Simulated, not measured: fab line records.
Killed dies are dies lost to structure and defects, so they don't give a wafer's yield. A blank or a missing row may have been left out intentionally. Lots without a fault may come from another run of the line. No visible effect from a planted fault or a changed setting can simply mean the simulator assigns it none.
fab line records	flow n5_finfet
record: lots: 3	wafers: 9	last_day: 17
route steps=1938 shown DUMMY_GATE@228 SPACER0@258 SD_EPI_N@262 BEOL_M4@1111 PASSIVATION@1936
lots that met no fault: from a run of the same line without faults
start_h: start of the lot's first displayed wafer, in hours after the record's first day	wait_h: time in hours since the lot's previous step	" identical to the entry in the row above	L1.1+2: a single row standing in for several wafers	- either no value or no given start	* or withheld: withheld	< > ~ a bound
route shown NAME@n: names a module that has steps shown in the file, with the first one's number in the route	usual: mean/standard deviation of fault-free wafers	same: alike in all rows	chamber/n: place in a boat	sites: readings site by site	_std_site: their standard deviation	_edge_site: the outer-site mean with the inner-site mean subtracted	radius_mm: how far each site lies from the wafer's centre	mask NAME#n: copy n	behind: the tool/chamber that last shaped the wafer	hold: reason for holding the lot/hours on hold/outcome of the hold	device: the transistor (n, p or np) that didn't switch	end of line: tests run on the same wafers once the route is complete	a step given without rows: its recipe and nothing more	killed: the dies lost at the first sort to structure and to defects; this is not the yield of the wafer	map: a wafer's dies, x killed, . not, _ none there
set.NAME: the setting the step ran with; set.NAME@STEP: the setting that earlier step ran with	model.NAME: the simulator's own value behind a step, which no gauge read
a table for each step, a row for each wafer; lots at some steps of the route
services: from which hour (start_h, from the record's first day; less than 0 if before it) a tool's chamber was out of use, for how many hours, and why
== steps ==
step: N5_DUMMY_GATE_EXPOSE_12
recipe: mask_id: GATE	na: 0.33	source_shape: annular	sigma_inner: 0.2	sigma_outer: 0.6	polarization: unpolarized	target_cd_nm: 25	dose_mj: 34
step: N5_DUMMY_GATE_PEB_13
recipe: peb_temp_c: 100	peb_time_s: 60	resist: CAR-EUV
step: N5_DUMMY_GATE_DEVELOP_14
recipe: develop_time_s: 30	developer: TMAH	resist: CAR-EUV	rinse_liquid: surfactant_rinse	dry: air_spin	dev_temp_c: 23
step: N5_DUMMY_GATE_DESCUM_20
recipe: chemistry: O2	time_s: 6.2	source_power_w: 50	bias_power_w: 20	pressure_mtorr: 20	rf_frequency_hz: 2.712e+07	temp_c: 40	resist: CAR-EUV	o2_flow_sccm: 225
step: N5_DUMMY_GATE_ETCH_29
recipe: chemistry: N2/H2	target: underlayer	target_depth_a: 130	ion_energy_ev: 200	pressure_mtorr: 30	source_w: 840	bias_w: 150	n2_flow_sccm: 200	h2_flow_sccm: 200
step: N5_DUMMY_GATE_ETCH_36
recipe: chemistry: CF4	target: SiARC	target_depth_a: 130	pressure_mtorr: 40	source_w: 545	bias_w: 36	Ar_flow_sccm: 100	cf4_flow_sccm: 100	ion_energy_ev: 80
step: N5_DUMMY_GATE_ETCH_37
recipe: chemistry: N2/H2	target: SOC	target_depth_a: 600	overetch_a: 300	temp_c: 40	ion_energy_ev: 200	pressure_mtorr: 30	source_w: 840	bias_w: 150	n2_flow_sccm: 200	h2_flow_sccm: 200
step: N5_DUMMY_GATE_STRIP_38
recipe: chemistry: N2/H2	temp_c: 40	n2_flow_sccm: 200	h2_flow_sccm: 200	rf_frequency_hz: 6e+07
step: N5_DUMMY_GATE_STRIP_39
recipe: chemistry: N2/H2	temp_c: 40	n2_flow_sccm: 200	h2_flow_sccm: 200	rf_frequency_hz: 6e+07
step: N5_DUMMY_GATE_TRIM_49
recipe: chemistry: O2	resist: SOC	time_s: 29	target_cd_nm: 14	source_power_w: 300	bias_power_w: 0	O2_flow_sccm: 100	temp_c: 20
usual: O2_flow_sccm: 99.98/0.28	chamber_pressure_mTorr: 60.00/0.055	drypump_motor_current_A: 5.7/0.57	oes_product_au: 1.005/0.019	throttle_valve_pct: 8.14/0.11
lot.wafer	tool	chamber	start_h	wait_h	O2_flow_sccm	chamber_pressure_mTorr	drypump_motor_current_A	oes_product_au	rf_hours_counter_h	throttle_valve_pct	model.DUMMY_GATE.cd_nm
L836.1	rie_si-02	1	88.93	0.0	99.81	60.00	5.0	1.009	4	8.10	14.4
L836.2	"	3	"	"	99.76	60.05	4.9	0.964	108	8.10	14.2
L836.4	"	0	"	"	99.63	59.93	6.2	0.988	169	8.27	14.2
L846.4	rie_si-02	2	148.96	0.0	99.38	60.11	6.6	1.018	158	8.39	13.8
L846.5	"	2	"	"	99.81	60.03	6.6	1.018	-	8.39	14
L846.6	"	1	"	"	100.05	60.00	4.9	1.373	-	8.12	9.6
L851.2	rie_si-01	3	181.49	0.0	100.57	60.01	5.6	1.030	120	8.11	14.2
L851.4	"	0	"	"	100.36	59.88	6.4	0.991	138	7.98	13.8
L851.5	"	2	"	"	100.29	60.03	5.3	1.007	-	8.05	14.2
step: N5_DUMMY_GATE_STRIP_40
recipe: chemistry: CF4	resist: SiARC	power_w: 300	bias_power_w: 75	pressure_mtorr: 50	cf4_flow_sccm: 150	rf_frequency_hz: 6e+07
step: N5_DUMMY_GATE_CD_MEAS_50
recipe: target_cd_nm: 14
usual: cd_nm: 14.0/0.32
lot.wafer	tool	chamber	start_h	wait_h	cd_nm
L836.1	cd_sem-01	-	89.08	0.0	14.5
L836.2	"	-	"	"	14.3
L836.4	"	-	"	"	14.1
L846.4	cd_sem-02	-	149.11	0.0	14.0
L846.5	"	-	"	"	14.4
L846.6	"	-	"	"	9.5
L851.2	cd_sem-02	-	181.64	0.0	14.3
L851.4	"	-	"	"	13.8
L851.5	"	-	"	"	13.9
step: N5_DUMMY_GATE_ETCH_31
recipe: chemistry: C4F6/O2	target: SiO2	mask_material: SOC	target_depth_a: 825	time_s: 27.5	ion_energy_ev: 250	pressure_mtorr: 30	source_w: 345	bias_w: 185	Ar_flow_sccm: 300	C4F6_flow_sccm: 10	O2_flow_sccm: 10
step: N5_DUMMY_GATE_STRIP_41
recipe: chemistry: O2	power_w: 400	temp_c: 40	pressure_mtorr: 30	rf_frequency_hz: 6e+07	bias_power_w: 0	overash_fraction: 0.3	o2_flow_sccm: 225
step: N5_DUMMY_GATE_HM_OPEN_21
recipe: chemistry: CH3F/O2	target: SiNx	target_depth_a: 1200	Ar_flow_sccm: 150	CH3F_flow_sccm: 30	O2_flow_sccm: 23	time_s: 171.4	pressure_mtorr: 30	source_w: 395	bias_w: 73	ion_energy_ev: 120.7
step: N5_DUMMY_GATE_ETCH_32
recipe: chemistry: CF4	target: SiO2	target_depth_a: 35	time_s: 3.9	ion_energy_ev: 350	pressure_mtorr: 10	icp_w: 800	bias_w: 400	cf4_flow_sccm: 80
step: N5_DUMMY_GATE_ETCH_23
recipe: chemistry: HBr/Cl2/O2	HBr_flow_sccm: 150	Cl2_flow_sccm: 80	O2_flow_sccm: 12	bias_w: 102	target_depth_a: 410	time_s: 22.3	target: poly-Si	mask_material: SiO2	pressure_mtorr: 10	icp_w: 800
step: N5_DUMMY_GATE_ETCH_44
recipe: chemistry: HBr/O2	over_etch_frac: 0.7	target_depth_a: 1275	stop_on: SiO2	ion_energy_ev: 60	bias_w: 20	target: poly-Si	mask_material: SiO2	pressure_mtorr: 20	icp_w: 400	HBr_flow_sccm: 120	O2_flow_sccm: 10
step: N5_DUMMY_GATE_CD_MEAS_24
recipe: target_cd_nm: 15
usual: cd_nm: 15.1/0.37
lot.wafer	tool	chamber	start_h	wait_h	cd_nm
L836.1	cd_sem-01	-	89.57	0.1	15.8
L836.2	"	-	"	"	15.7
L836.4	"	-	"	"	15.5
L846.4	cd_sem-03	-	149.61	0.1	15.0
L846.5	"	-	"	"	14.9
L846.6	"	-	"	"	10.8
L851.2	cd_sem-02	-	182.13	0.1	15.2
L851.4	"	-	"	"	14.9
L851.5	"	-	"	"	14.9
step: N5_DUMMY_GATE_ETCH_42
recipe: chemistry: CHF3/O2	target: SiO2	target_depth_a: 35	time_s: 31	ion_energy_ev: 30	bias_w: 12	pressure_mtorr: 30	source_w: 600	Ar_flow_sccm: 200	CHF3_flow_sccm: 50	O2_flow_sccm: 5
usual: O2_flow_sccm: 5.000/0.016	chamber_pressure_mTorr: 29.999/0.026	drypump_motor_current_A: 5.6/0.52	oes_product_au: 0.83/0.087	rf_vpp_V: 42.7/0.86	showerhead_plenum_p_Torr: 2.45/0.074	throttle_valve_pct: 18.69/0.23
lot.wafer	tool	chamber	start_h	wait_h	O2_flow_sccm	chamber_pressure_mTorr	drypump_motor_current_A	oes_product_au	rf_hours_counter_h	rf_vpp_V	showerhead_plenum_p_Torr	throttle_valve_pct	model.DUMMY_GATE.cd_nm
L836.1	rie_diel-01	2	89.62	0.0	4.988	30.022	4.9	0.88	52	42.2	2.35	18.42	15.6
L836.2	"	0	"	"	4.978	29.985	5.8	0.89	20	44.1	2.56	18.83	15.2
L836.4	"	3	"	"	5.020	30.030	5.5	0.94	13	41.8	2.47	18.66	15.4
L846.4	rie_diel-02	1	149.65	0.0	4.981	30.023	5.8	0.70	232	41.8	2.38	19.27	15
L846.5	"	3	"	"	4.994	29.992	4.9	0.70	-	42.7	2.47	18.97	15.2
L846.6	"	0	"	"	5.002	30.006	6.1	0.79	-	42.7	2.50	18.39	10.6
L851.2	rie_diel-03	0	182.18	0.0	4.982	29.998	5.7	0.92	19	42.0	2.37	18.23	15
L851.4	"	2	"	"	4.981	30.022	6.4	0.87	38	41.1	2.55	18.57	15
L851.5	"	3	"	"	5.006	30.042	5.7	0.91	-	42.7	2.45	18.64	14.8
step: N5_DUMMY_GATE_STRIP_48
recipe: chemistry: N2/H2	time_s: 20	power_w: 100	temp_c: 40	pressure_mtorr: 100	rf_frequency_hz: 6e+07	bias_power_w: 3	n2_flow_sccm: 300	h2_flow_sccm: 300
step: N5_DUMMY_GATE_PRECLEAN_33
recipe: chemistry: dHF	time_s: 10	dilution: 750:1	temp_c: 25
step: N5_DUMMY_GATE_PRECLEAN_25
recipe: chemistry: O3/DIW	time_s: 45	temp_c: 22	o3_ppm: 10
step: N5_DUMMY_GATE_PRECLEAN_51
recipe: chemistry: SC2	time_s: 45	temp_c: 35	mix: 1:1:50
step: N5_DUMMY_GATE_SRD_26
recipe: dry: ipa_marangoni	time_s: 30	temp_c: 23	rinse_liquid: diw
step: N5_DUMMY_GATE_UV_OZONE_45
recipe: time_s: 120	pressure_torr: 760	temp_c: 25
step: N5_SPACER0_ALD_07
recipe: material: SiNx	target_thk_a: 20	temp_c: 400	ald_precursor_family: SiH2I2	ald_co_reactant: N2/H2-plasma	pressure_torr: 2
step: N5_SPACER0_ALD_00
recipe: material: SiOCN	target_thk_a: 35	temp_c: 400	ald_precursor_family: alkyl-aminosilane	ald_co_reactant: O2/N2-plasma	pulse_time_s: 3	purge_time_s: 2	co_reactant_purge_time_s: 2	ald_cycles: 58	pressure_torr: 2
step: N5_SPACER0_ALD_08
recipe: material: SiNx	target_thk_a: 20	temp_c: 400	ald_precursor_family: SiH2I2	ald_co_reactant: N2/H2-plasma	pressure_torr: 2
step: N5_SD_EPI_N_COAT_32
recipe: resist: SOC	temp_c: 250	time_s: 60	spin_rpm: 1500	resist_thk_nm: 350
step: N5_SD_EPI_N_COAT_33
recipe: resist: SiARC	temp_c: 220	time_s: 60	spin_rpm: 1500	resist_thk_nm: 35
step: N5_SD_EPI_N_COAT_03
recipe: resist: CAR-ArF-block	spin_rpm: 1500	resist_thk_nm: 150
step: N5_SD_EPI_N_EBR_05
recipe: solvent: PGMEA	ebr_width_mm: 1.5
step: N5_SD_EPI_N_SOFTBAKE_04
recipe: temp_c: 110	time_s: 60	resist: CAR-ArF-block
step: N5_SD_EPI_N_EXPOSE_06
recipe: mask_id: SD_N_BLK	na: 1.35	source_shape: conventional	sigma_outer: 0.8	polarization: unpolarized	target_cd_nm: 120	dose_mj: 39.75
step: N5_SD_EPI_N_PEB_07
recipe: peb_temp_c: 110	peb_time_s: 60	resist: CAR-ArF-block
step: N5_SD_EPI_N_DEVELOP_08
recipe: develop_time_s: 30	developer: TMAH	resist: CAR-ArF-block	dev_temp_c: 23	rinse_liquid: diw	dry: air_spin
step: N5_BEOL_M4_RC_MEAS_101
usual: DIBL_N: 36.3/1.4	DIBL_P: 36.2/1.5	IOFF_N: 0.160/0.021	IOFF_P: 0.211/0.027	ION_N: 676/7.7	ION_P: 463/5.5	SS_N: 71.4/0.57	SS_P: 73.3/0.58	VT_N: 249.3/2.5	VT_P: -250.1/2.6
lot.wafer	tool	chamber	start_h	wait_h	DIBL_N[mV/V]	DIBL_P[mV/V]	IOFF_N[nA/um]	IOFF_P[nA/um]	ION_N[uA/um]	ION_P[uA/um]	SS_N[mV/dec]	SS_P[mV/dec]	VT_N[mV]	VT_P[mV]
L836.1	prober-01	0	214.24	0.0	36.2	33.7	0.142	0.184	674	459	71.1	72.7	248.7	-250.0
L836.2	"	0	"	"	36.5	34.9	0.147	0.196	670	467	71.1	72.8	248.7	-246.6
L836.4	"	0	"	"	36.7	35.3	0.152	0.205	681	463	71.1	73.5	248.6	-249.8
L846.4	prober-02	0	266.12	0.5	35.7	34.3	0.151	0.187	678	461	71.4	73.4	248.5	-252.5
L846.5	"	0	"	"	36.9	36.2	0.186	0.221	687	465	71.2	73.2	245.8	-249.5
L851.2	prober-01	0	308.47	0.2	35.3	35.3	0.154	0.207	680	471	71.7	73.1	250.3	-251.8
L851.4	"	0	"	"	34.4	34.6	0.138	0.186	663	460	70.7	72.6	254.1	-249.7
L851.5	"	0	"	"	36.3	36.6	0.164	0.222	673	463	72.2	73.5	249.9	-250.5
step: N5_PASSIVATION_PROBE_49
usual: defect_limited_yield: 91.3/1.4	killed_at_M0_to_M3: 34/10	killed_at_M4_up: 13/4.8	killed_at_contacts: 12/6.1	killed_at_front_end: 40/11	killed_at_other: 3.7/2.8	killed_dies: 103/16	killed_on_rim: 13/3.6	killed_open: 67/12	killed_short: 34/7.4	sort_bin_4_leakage: 0/0	sort_bin_5_function: 5.1/0.95	sort_bin_6_memory: 3.2/0.62	sort_n_pass: 1077/16	sort_yield_pct: 91.3/1.4
same: gross_dies: 1180	killed_at_back_side: 0	sort_bin_8_speed[%]: 0
lot.wafer	tool	chamber	start_h	wait_h	defect_limited_yield[%]	killed_at_M0_to_M3	killed_at_M4_up	killed_at_contacts	killed_at_front_end	killed_at_other	killed_dies	killed_on_rim	killed_open	killed_short	sort_bin_4_leakage[%]	sort_bin_5_function[%]	sort_bin_6_memory[%]	sort_n_pass	sort_yield_pct[%]
L836.1	prober-02	-	315.74	0.0	92.6	19	17	18	30	3	87	18	64	22	0	4.2	3.0	1093	92.6
L836.2	prober-02	-	315.79	0.1	90.5	49	11	15	26	11	112	17	71	41	0	4.9	4.2	1068	90.5
L836.4	prober-02	-	315.89	0.2	88.5	62	11	32	25	6	136	11	86	50	0	7.8	3.3	1044	88.5
L846.4	prober-01	-	371.91	0.2	92.0	42	11	9	32	0	94	10	63	30	0	4.6	3.3	1086	92.0
L846.5	prober-01	-	371.96	0.2	90.4	33	11	12	56	1	113	15	72	39	0	6.6	2.4	1067	90.4
L846.6	prober-01	-	372.01	0.3	0.1	33	9	11	1124	2	1179	151	59	36	0.08	96.8	2.8	0	0
L851.2	prober-02	-	410.97	0.1	90.7	38	6	12	50	4	110	17	66	42	0	4.9	3.9	1070	90.7
L851.4	prober-02	-	411.07	0.2	92.3	39	6	14	30	2	91	8	58	33	0	4.9	2.5	1089	92.3
L851.5	prober-02	-	411.12	0.2	91.2	35	16	11	38	4	104	15	67	36	0	5.8	2.7	1076	91.2
killed by level:class
L836.1 MOL_CONTACT_COAG:geometric_particle:open=15 DUMMY_GATE:geometric_particle:open=10 BEOL_M4:geometric_particle:open=10 STI_FIN_REVEAL:geometric_particle:open=5 BEOL_M0_SAQP:geometric_particle:short=5 DUMMY_GATE:geometric_particle:short=3 GATE_CUT:geometric_particle:open=3 BEOL_M3:geometric_particle:open=3
L836.2 BEOL_M0_SAQP:geometric_particle:short=15 MOL_CONTACT_COAG:geometric_particle:open=12 BEOL_M0_SAQP:geometric_particle:open=9 FIN_SAQP:geometric_particle:open=7 BEOL_M3:geometric_particle:open=7 BEOL_M1:geometric_particle:open=6 BEOL_M4:geometric_particle:open=6 BEOL_M2:geometric_particle:open=5
L836.4 MOL_CONTACT_COAG:geometric_particle:open=24 BEOL_M0_SAQP:geometric_particle:short=18 BEOL_M0_SAQP:geometric_particle:open=17 BEOL_M3:geometric_particle:open=13 MOL_CONTACT_COAG:geometric_particle:short=8 STI_FIN_REVEAL:geometric_particle:open=6 BEOL_M4:geometric_particle:open=6 FIN_SAQP:geometric_particle:short=4
L846.4 BEOL_M2:geometric_particle:open=10 BEOL_M0_SAQP:geometric_particle:short=9 MOL_CONTACT_COAG:geometric_particle:open=7 FIN_SAQP:geometric_particle:open=6 BEOL_M0_SAQP:geometric_particle:open=6 BEOL_M0:geometric_particle:open=5 STI_FIN_REVEAL:geometric_particle:open=4 BEOL_M1:geometric_particle:open=4
L846.5 FIN_SAQP:geometric_particle:short=11 STI_FIN_REVEAL:geometric_particle:open=11 MOL_CONTACT_COAG:geometric_particle:open=10 BEOL_M0:geometric_particle:open=9 BEOL_M2:geometric_particle:open=7 FIN_SAQP:geometric_particle:open=6 DUMMY_GATE:geometric_particle:open=6 BEOL_M4:geometric_particle:open=6
L846.6 DUMMY_GATE:area_trim=1084 BEOL_M0_SAQP:geometric_particle:open=10 BEOL_M0_SAQP:geometric_particle:short=9 STI_FIN_REVEAL:geometric_particle:open=8 GATE_CUT:geometric_particle:short=7 MOL_CONTACT_COAG:geometric_particle:open=6 STARTING-WAFER:geometric_particle:open=6 DUMMY_GATE:geometric_particle:open=5
L851.2 FIN_SAQP:geometric_particle:short=13 BEOL_M0_SAQP:geometric_particle:open=12 MOL_CONTACT_COAG:geometric_particle:open=10 FIN_SAQP:geometric_particle:open=7 STARTING-WAFER:geometric_particle:short=6 STI_FIN_REVEAL:geometric_particle:open=6 BEOL_M0_SAQP:geometric_particle:short=6 BEOL_M2:geometric_particle:open=6
L851.4 MOL_CONTACT_COAG:geometric_particle:open=13 BEOL_M0_SAQP:geometric_particle:short=12 BEOL_M0_SAQP:geometric_particle:open=12 STI_FIN_REVEAL:geometric_particle:open=8 BEOL_M2:geometric_particle:open=8 FIN_SAQP:geometric_particle:short=5 FIN_SAQP:geometric_particle:open=3 ILD0:geometric_particle:short=3
L851.5 FIN_SAQP:geometric_particle:short=11 BEOL_M0_SAQP:geometric_particle:short=11 STI_FIN_REVEAL:geometric_particle:open=10 MOL_CONTACT_COAG:geometric_particle:open=10 BEOL_M4:geometric_particle:open=9 BEOL_M0_SAQP:geometric_particle:open=8 BEOL_M1:geometric_particle:open=5 FIN_SAQP:geometric_particle:open=4
map L846.6 (x killed, . not)
_________________xxxxxxxxxxxx________________
______________xxxxxxxxxxxxxxxxxx_____________
___________xxxxxxxxxxxxxxxxxxxxxxxx__________
__________xxxxxxxxxxxxxxxxxxxxxxxxxx_________
________xxxxxxxxxxxxxxxxxxxxxxxxxxxxxx_______
_______xxxxxxxxxxxxxxxxxxxxxxxxxxxxxxxx______
______xxxxxxxxxxxxxxxxxxxxxxxxxxxxxxxxxx_____
_____xxxxxxxxxxxxxxxxxxxxxxxxxxxxxxxxxxxx____
____xxxxxxxxxxxxxxxxxxxxxxxxxxxxxxxxxxxxxx___
___xxxxxxxxxxxxxxxxxxxxxxxxxxxxxxxxxxxxxxxx__
___xxxxxxxxxxxxxxxxxxxxxxxxxxxxxxxxxxxxxxxx__
__xxxxxxxxxxxxxxxxxxxxxxxxxxxxxxxxxxxxxxxxxx_
__xxxxxxxxxxxxxxxxxxxxxxxxxxxxxxxxxxxxxxxxxx_
_xxxxxxxxxxxxxxxxxxxxxxxxxxxxxxxxxxxxxxxxxxxx
_xxxxxxxxxxxxxxxxxxxxxxxxxxxxxxxxxxxxxxxxxxxx
_xxxxxxxxxxxxxxxxxxxxxxxxxxxxxxxxxxxxxxxxxxxx
_xxxxxxxxxxxxxxxxxxxxxxxxxxxxxxxxxxxxxxxxxxxx
_xxxxxxxxxxxxxxxxxxxxxxxxxxxxxxxxxxxxxxxxxxxx
_xxxxxxxxxxxxxxxxxxxxxxxxxxxxxxxxxxxxxxxxxxxx
_xxxxxxxxxxxxxxxxxxxxxxxxxxxxxxxxxxxxxxxxxxxx
_xxxxxxxxxxxxxxxxxxxxxxxxxxxxxxxxxxxxxxxxxxxx
__xxxxxxxxxxxxxxxxxxxxxxxxxxxxxxxxxxxxxxxxxx_
__xxxxxxxxxxxxxxxxxxxxxxxxxxxxxxxxxxxxxxxxxx_
___xxxxxxxxxxxxxxxxxxxxxxxxxxxxxxxxxxxxxxxx__
___xxxxxxxxxxxxxxxxxxxxxxxxxxxxxxxxxxxxxxxx__
____xxxxxxxxxxxxxxxxxxxxxxxxxxxxxxxxxxxxxx___
_____xxxxxxxxxxxxxxxxxxxxxxxxxxxxxxxxxxxx____
______xxxxxxxxxxxxxxxxxxxxxxxxxxxxxxxxxx_____
_______xxxxxxxxxxxxxxxxxxxxxxxxxxxxxxxx______
________xxxxxxxxxxxxxxxxxxxxxxxxxxxxxx_______
__________xxxxxxxxxxxxxxxxxxxxxxxx.x_________
___________xxxxxxxxxxxxxxxxxxxxxxxx__________
______________xxxxxxxxxxxxxxxxxx_____________
_________________xxxxxxxxxxxx________________
map L836.4 (x killed, . not)
_________________............________________
______________.................._____________
___________.x.........xx...........__________
__________.....................x..x._________
________x...xx.....x...xx........x...._______
_______....x....................xx..xx.______
______.......xx....x...x....x........x.._____
_____x.....................x.............____
____........................x.............___
___...x.......x..................x...x.....__
___..x..x...x.xx.x.........x......x......xx__
__..x.x..x..x.........x...x..x....xx........_
__...............x.........................._
_.........xx.x.....x...........x..x..........
_............x...........x..........x........
_.x....x.x.......x.x.........................
_.xx...........................x.............
_........................x............x......
_.x............x...x.......x......x...x......
_....xxx....x.......................x........
_..x....x.....x.x..............xx......x.....
__..x........x......x.............x.x......._
__.....x..x....xx.......x...x..............._
___x.xxx................xx...x............x__
___.....x.....................x.x..x.......__
____....xx....................x..x........___
_____........x.............xx.x.x........____
______......x...x....................x.._____
_______.xx.....x.......................______
________.........x.......x.....x......_______
__________.....x.......x............_________
___________.....x..x......x........__________
______________....x............._____________
_________________x........x..________________
== services ==
tool	chamber	start_h	hours	kind
rie_diel-03	2	73.19	12.5	repair
rie_diel-03	3	85.72	-	clean
rie_diel-03	3	85.72	-	consumable_replace:focus_ring
rie_diel-03	3	85.72	16.5	scheduled_down
rie_diel-03	3	85.72	16.5	vent_cycle
rie_diel-02	3	88.48	5.4	repair
rie_si-02	2	101.70	3.4	repair
rie_diel-03	0	102.26	-	clean
rie_diel-03	0	102.26	-	consumable_replace:focus_ring
rie_diel-03	0	102.26	15.1	scheduled_down
rie_diel-03	0	102.26	15.1	vent_cycle
rie_si-01	3	121.54	2.4	repair
rie_si-01	0	122.46	1.1	repair
rie_diel-01	3	135.89	14.2	repair
rie_diel-02	0	141.71	3.3	repair
rie_diel-03	3	151.46	4.3	repair
rie_si-01	-	157.55	4.3	pm
rie_diel-03	2	170.31	8.0	repair
== key ==
first_sign: step: N5_DUMMY_GATE_TRIM_49	reading: oes_product_au	direction: up	sigmas: 20	usual: 1.005	struck: 1.373
effect: step: N5_DUMMY_GATE_CD_MEAS_50	reading: cd_nm	direction: down	sigmas: 14	usual: 14.0	struck: 9.5
effect: step: N5_DUMMY_GATE_CD_MEAS_24	reading: cd_nm	direction: down	sigmas: 11	usual: 15.1	struck: 10.8
effect: step: N5_PASSIVATION_PROBE_49	reading: killed_at_front_end	direction: up	sigmas: 99+	usual: 40	struck: 1124
model_effect: step: N5_DUMMY_GATE_TRIM_49	value: DUMMY_GATE.cd_nm	without: 14.6	struck: 9.6
model_effect: step: N5_DUMMY_GATE_ETCH_42	value: DUMMY_GATE.cd_nm	without: 15.6	struck: 10.6
more_kills_born_at: N5_DUMMY_GATE_TRIM_49@rie_si-02: 1084
met_at N5_DUMMY_GATE_TRIM_49
struck_wafers L846.6
later_rows_left_out L846.6
onset_between 88.93 148.96
fault: kind: process_parameter_drift	tool: rie_si-02	chamber: 1	onset_h: 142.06	steps: N5_DUMMY_GATE_TRIM_49	channel: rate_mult	offset: 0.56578	shape: step	end_h: 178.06
later_rows_left_out: the simulator's readings of these wafers behind a module that went badly wrong aren't trusted and aren't shown, but for the sort
